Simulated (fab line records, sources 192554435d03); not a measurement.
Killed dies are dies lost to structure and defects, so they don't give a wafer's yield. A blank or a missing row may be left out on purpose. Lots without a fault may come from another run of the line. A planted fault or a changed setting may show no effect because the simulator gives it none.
fab line records | flow n5_finfet | part 2 of 2: steps 5 to 6 of 6
record lots=23 wafers=69 last_day=17
route steps=1938 shown BEOL_M0@717
lots that met no fault: from a run of the same line without faults
start_h: hours from the record's first day to the start of the lot's first wafer shown | wait_h: hours since the lot's step before | " the same as in the row above | L1.1+2: a row that stands for several wafers | - no value, or no start given | * or withheld: withheld | < > ~ a bound
route shown NAME@n: a module of which the file shows steps, and the number in the route of the first | usual: mean/standard deviation of fault-free wafers | same: alike in all rows | chamber/n: place in a boat | sites: the reading at each site | _std_site: their standard deviation | _edge_site: outer sites' mean less inner sites' | radius_mm: how far each site lies from the wafer's centre | mask NAME#n: copy n | behind: the tool/chamber that last shaped the wafer | hold: why the lot was held/for how many hours/how that ended | device: the transistor (n, p or np) that didn't switch | end of line: the same wafers' tests at the end of the route | a step without rows: its recipe alone | killed: dies lost to structure and defects at the first sort, not the wafer's yield | map: a wafer's dies, x killed, . not, _ none there
set.NAME: the setting as run; set.NAME@STEP: as run at that earlier step | model.NAME: the simulator's own value behind a step, which no gauge read
steps of the route over a sample of lots; a table a step, a row a wafer
services: from which hour (start_h, from the record's first day; less than 0 if before it) a tool's chamber was out of use, for how many hours, and why
## steps
# step N5_BEOL_M0_CMP_120
# recipe stop_on=SiOC t_overpolish_s=6.9 down_force_psi=1 platen_rpm=50 clearing_platen_down_force_psi=1.5 clearing_platen_rpm=50 post_cmp_clean=cu_alkaline clearing_platen_pad_velocity_m_s=0.99484 pad_velocity_m_s=0.99484
# usual barrier_field_endpoint_s=3.68/0.13 motor_current_A=6.2/0.7 overpolish_run_s=6.900/0.0098 pad_life_wafers=849/530 time_to_endpoint_s=63.6/2.5
# columns lot.wafer tool chamber start_h wait_h barrier_field_endpoint_s motor_current_A overpolish_run_s pad_life_wafers time_to_endpoint_s
L074.2 cmp-03 0 124.39 0.2 3.59 6.4 6.901 1488 64.6
L074.4 " 1 " " 3.58 6.4 6.902 1489 61.2
L074.3 " 3 " " 3.63 6.4 6.897 1491 66.7
L076.3 cmp-03 1 131.65 0.2 3.84 6.9 6.888 1554 63.0
L076.5 " 1 " " 3.69 6.7 6.901 - 62.3
L076.6 " 2 " " 3.71 6.6 6.904 - 66.2
L077.4 cmp-02 3 135.74 0.1 3.95 5.8 6.893 120 63.5
L077.2 " 0 " " 3.68 5.1 6.903 121 62.0
L077.3 " 2 " " 3.76 5.7 6.913 123 64.1
L078.1 cmp-03 3 140.65 0.5 3.70 6.1 6.885 1621 65.6
L078.4 " 0 " " 3.79 5.7 6.910 1622 65.0
L078.5 " 2 " " 3.78 7.1 6.897 - 67.9
L079.4 cmp-01 1 148.70 0.1 3.56 5.6 6.910 996 61.6
L079.1 " 2 " " 3.37 6.2 6.902 997 59.9
L079.6 " 2 " " 3.40 6.5 6.901 - 61.5
L080.4 cmp-02 1 150.76 0.1 3.71 6.7 6.905 240 64.1
L080.3 " 0 " " 3.89 5.1 6.897 243 66.6
L080.5 " 1 " " 3.89 6.9 6.916 - 65.7
L081.3 cmp-02 3 163.07 0.3 3.69 5.8 6.882 333 66.2
L081.6 " 0 " " 3.71 5.0 6.893 - 63.5
L081.5 " 1 " " 3.81 7.1 6.920 - 65.2
L082.4 cmp-01 2 171.25 0.2 3.85 6.3 6.893 1184 65.2
L082.1 " 3 " " 3.86 7.1 6.904 1185 61.1
L082.6 " 1 " " 3.73 5.6 6.893 - 62.2
L083.1 cmp-02 0 171.32 0.3 3.58 5.1 6.897 396 62.4
L083.4 " 3 " " 3.63 5.6 6.905 399 64.6
L083.5 " 0 " " 3.59 5.2 6.894 - 62.5
L084.2 cmp-02 3 186.68 0.2 3.83 5.8 6.918 505 65.0
L084.1 " 0 " " 3.69 5.2 6.922 506 65.3
L084.6 " 2 " " 3.80 6.0 6.903 - 63.7
L085.3 cmp-01 3 187.38 0.3 3.64 6.7 6.904 1293 62.9
L085.6 " 0 " " 3.71 7.2 6.897 - 59.9
L085.5 " 1 " " 3.61 5.4 6.889 - 63.8
L086.1 cmp-01 2 199.39 0.4 3.76 6.5 6.923 1401 69.0
L086.6 " 3 " " 3.69 6.6 6.894 - 65.3
L086.5 " 0 " " 3.77 7.3 6.908 - 65.8
L088.2 cmp-02 3 206.73 0.6 3.46 5.9 6.912 709 60.8
L088.5 " 2 " " 3.66 5.9 6.911 - 65.3
L088.6 " 3 " " 3.66 5.7 6.895 - 62.9
L087.1 cmp-02 0 208.50 0.3 3.80 5.2 6.897 733 64.1
L087.2 " 1 " " 3.67 7.0 6.897 734 62.0
L087.3 " 2 " " 3.76 5.6 6.905 735 62.4
L089.4 cmp-02 0 209.66 0.2 3.76 5.3 6.912 739 59.8
L089.1 " 2 " " 3.73 6.2 6.899 741 62.5
L089.6 " 3 " " 3.77 5.7 6.902 - 62.4
L090.2 cmp-02 0 212.05 0.2 3.42 5.0 6.892 757 57.8
L090.3 " 2 " " 3.60 5.9 6.905 759 63.5
L090.6 " 0 " " 3.47 5.4 6.902 - 61.7
L091.2 cmp-02 0 219.94 0.2 3.61 5.1 6.889 834 60.3
L091.1 " 2 " " 3.54 5.8 6.897 836 63.9
L091.3 " 3 " " 3.66 5.9 6.894 837 61.8
L092.2 cmp-01 1 230.57 0.2 3.72 5.5 6.916 1711 68.1
L092.4 " 2 " " 3.77 6.1 6.907 1712 63.3
L092.5 " 0 " " 3.60 7.2 6.879 - 62.2
L093.1 cmp-01 0 232.96 0.3 3.69 7.5 6.905 1729 59.3
L093.5 " 3 " " 3.52 6.7 6.903 - 63.5
L093.6 " 0 " " 3.55 7.5 6.905 - 60.8
L094.3 cmp-03 0 243.54 0.2 3.76 6.4 6.904 216 68.5
L094.1 " 1 " " 3.60 6.3 6.897 217 65.0
L094.4 " 2 " " 3.59 6.7 6.912 218 64.5
L095.2 cmp-02 0 245.90 0.2 3.55 5.3 6.904 1050 61.1
L095.4 " 1 " " 3.45 6.9 6.893 1051 59.1
L095.5 " 0 " " 3.49 5.2 6.895 - 61.0
L096.3 cmp-03 0 253.74 0.2 3.54 6.0 6.906 326 64.9
L096.1 " 1 " " 3.53 6.6 6.913 327 64.5
L096.6 " 2 " " 3.52 6.8 6.915 - 68.1
L097.4 cmp-03 1 257.38 0.1 3.61 6.6 6.907 348 59.3
L097.3 " 0 " " 3.68 6.4 6.901 351 61.8
L097.6 " 1 " " 3.56 6.3 6.895 - 59.0
# step N5_BEOL_M0_DEP_125
# recipe material=SiCN target_thk_a=80 temp_c=withheld precursor=3MS/NH3 pressure_torr=3 rf_w=202 time_s=14
# usual showerhead_plenum_p_Torr=3.669/0.016 throttle_valve_pct=9.0/0.57
# columns lot.wafer tool chamber start_h wait_h showerhead_plenum_p_Torr throttle_valve_pct
L074.2 pecvd-04 2 124.91 0.0 3.678 9.6
L074.3 " 0 " " 3.688 8.9
L074.4 " 0 " " 3.682 9.0
L076.3 pecvd-02 2 132.20 0.0 3.676 8.2
L076.5 " 0 " " 3.638 9.8
L076.6 " 2 " " 3.676 8.4
L077.2 pecvd-02 1 136.23 0.0 3.672 9.6
L077.3 " 2 " " 3.678 8.3
L077.4 " 2 " " 3.669 8.5
L078.1 pecvd-02 1 141.09 0.0 3.659 9.7
L078.4 " 1 " " 3.658 9.9
L078.5 " 2 " " 3.675 8.3
L079.1 pecvd-03 1 149.19 0.0 3.678 8.8
L079.4 " 2 " " 3.676 8.7
L079.6 " 1 " " 3.674 9.1
L080.3 pecvd-04 0 151.25 0.0 3.674 8.9
L080.4 " 1 " " 3.668 8.3
L080.5 " 2 " " 3.675 9.4
L081.3 pecvd-02 2 163.44 0.0 3.683 8.5
L081.5 " 2 " " 3.667 8.3
L081.6 " 1 " " 3.662 9.6
L082.1 pecvd-04 2 171.66 0.0 3.677 9.5
L082.4 " 1 " " 3.665 8.3
L082.6 " 2 " " 3.673 9.1
L083.1 pecvd-03 0 171.81 0.0 3.688 8.7
L083.4 " 2 " " 3.679 8.5
L083.5 " 0 " " 3.686 8.6
L084.1 pecvd-02 2 187.13 0.0 3.675 8.5
L084.2 " 0 " " 3.635 9.7
L084.6 " 2 " " 3.669 8.3
L085.3 pecvd-03 0 187.75 0.0 3.677 8.3
L085.5 " 0 " " 3.682 8.9
L085.6 " 2 " " 3.670 8.6
L086.1 pecvd-02 0 199.76 0.0 3.633 9.8
L086.5 " 1 " " 3.657 9.7
L086.6 " 0 " " 3.638 9.7
L088.2 pecvd-02 1 207.19 0.0 3.656 9.5
L088.5 " 1 " " 3.656 9.5
L088.6 " 0 " " 3.636 10.0
L087.1 pecvd-03 2 208.95 0.0 3.681 8.4
L087.2 " 0 " " 3.686 9.0
L087.3 " 1 " " 3.685 8.8
L089.1 pecvd-03 2 210.12 0.0 3.673 8.8
L089.4 " 1 " " 3.674 9.0
L089.6 " 0 " " 3.683 8.7
L090.2 pecvd-03 2 212.50 0.0 3.673 8.3
L090.3 " 1 " " 3.676 8.8
L090.6 " 1 " " 3.673 8.8
L091.1 pecvd-02 1 220.43 0.0 3.663 9.8
L091.2 " 2 " " 3.681 8.4
L091.3 " 0 " " 3.641 9.7
L092.2 pecvd-03 2 231.02 0.0 3.678 8.4
L092.4 " 2 " " 3.677 8.6
L092.5 " 1 " " 3.684 9.0
L093.1 pecvd-03 2 233.41 0.0 3.672 8.5
L093.5 " 0 " " 3.696 8.7
L093.6 " 2 " " 3.684 8.6
L094.1 pecvd-03 2 244.07 0.0 3.663 8.7
L094.3 " 0 " " 3.696 8.7
L094.4 " 2 " " 3.673 8.5
L095.2 pecvd-04 1 246.38 0.0 3.661 8.6
L095.4 " 2 " " 3.680 8.8
L095.5 " 1 " " 3.659 8.2
L096.1 pecvd-02 0 254.15 0.0 3.632 10.0
L096.3 " 2 " " 3.674 8.3
L096.6 " 0 " " 3.633 10.1
L097.3 pecvd-03 0 257.87 0.0 3.680 8.6
L097.4 " 0 " " 3.689 8.7
L097.6 " 1 " " 3.672 8.8
## services
# columns tool chamber start_h hours kind
pecvd-02 2 97.22 16.3 repair
rie_diel-04 1 104.02 9.3 repair
cmp-02 - 118.16 4.0 pm
cmp-01 - 121.17 3.7 repair
pecvd-04 - 121.24 0.4 repair
rie_diel-05 2 132.80 6.0 repair
rie_diel-04 3 137.04 - clean
rie_diel-04 3 137.04 - consumable_replace:focus_ring
rie_diel-04 3 137.04 17.2 scheduled_down
cmp-01 - 140.30 2.7 repair
cmp-03 - 148.96 0.9 repair
pvd_sputter-02 - 153.37 1.0 repair
cmp-01 - 157.30 1.3 repair
pvd_sputter-03 - 169.70 3.3 repair
pecvd-02 - 189.03 6.0 pm
cmp-03 - 193.33 4.0 pm
cmp-03 - 197.70 1.8 repair
pecvd-03 0 199.89 3.5 repair
cmp-03 - 200.88 9.4 pm
cmp-03 - 214.96 4.3 pm
cmp-03 - 223.26 2.5 repair
cmp-02 - 230.48 1.0 repair
cmp-01 - 240.96 2.3 repair
cmp-01 - 251.52 6.1 repair
